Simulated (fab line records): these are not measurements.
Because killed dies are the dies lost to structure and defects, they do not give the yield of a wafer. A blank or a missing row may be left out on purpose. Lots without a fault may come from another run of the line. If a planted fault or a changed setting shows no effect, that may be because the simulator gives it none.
Chamber matching + flow nand_harc + 4 sister chambers for NHARC_P_GATE_STRIP_108 on rie_diel-13
The step strips in O2. 4 wafers are shown with their chamber, then 9 later ones without.

## WAFERS WITH THEIR CHAMBER
| wafer  | chamber | showerhead_plenum_p_Torr (Torr) |
|--------|---------|---------------------------------|
| L079.4 | 0       | 3.63                            |
| L081.2 | 3       | 3.30                            |
| L081.3 | 1       | 3.48                            |
| L081.4 | 2       | 3.36                            |

## WAFERS WITHOUT THEIR CHAMBER
| wafer  | showerhead_plenum_p_Torr (Torr) |
|--------|---------------------------------|
| L085.4 | 3.47                            |
| L085.5 | 3.47                            |
| L085.6 | 3.61                            |
| L091.1 | 3.29                            |
| L091.3 | 3.35                            |
| L091.4 | 3.47                            |
| L095.1 | 3.61                            |
| L095.2 | 3.28                            |
| L095.6 | 3.61                            |

## THE CHAMBER EACH PASSED THROUGH
| wafer  | from the rows above | in truth |
|--------|---------------------|----------|
| L085.4 | 1                   | 1        |
| L085.5 | 1                   | 1        |
| L085.6 | 0                   | 0        |
| L091.1 | 3                   | 3        |
| L091.3 | 2                   | 2        |
| L091.4 | 1                   | 1        |
| L095.1 | 0                   | 0        |
| L095.2 | 3                   | 3        |
| L095.6 | 0                   | 0        |
Correctly placed: 9 of 9. From these rows, 0 cannot be placed. Number placed wrongly: 0.
How it was worked out, from the rows above alone: a wafer's distance from a chamber is the root of the sum, over the readings, of the square of ((its reading less the chamber's mean) divided by the reading's scatter). If the next closest chamber is less than 2 further off than the closest, the wafer can't be placed; otherwise it belongs to the closest. For every chamber, the mean is computed from those of its wafers that are shown. The scatter: root of mean squared gap, hidden wafer to nearest shown wafer, with one shown wafer a chamber.
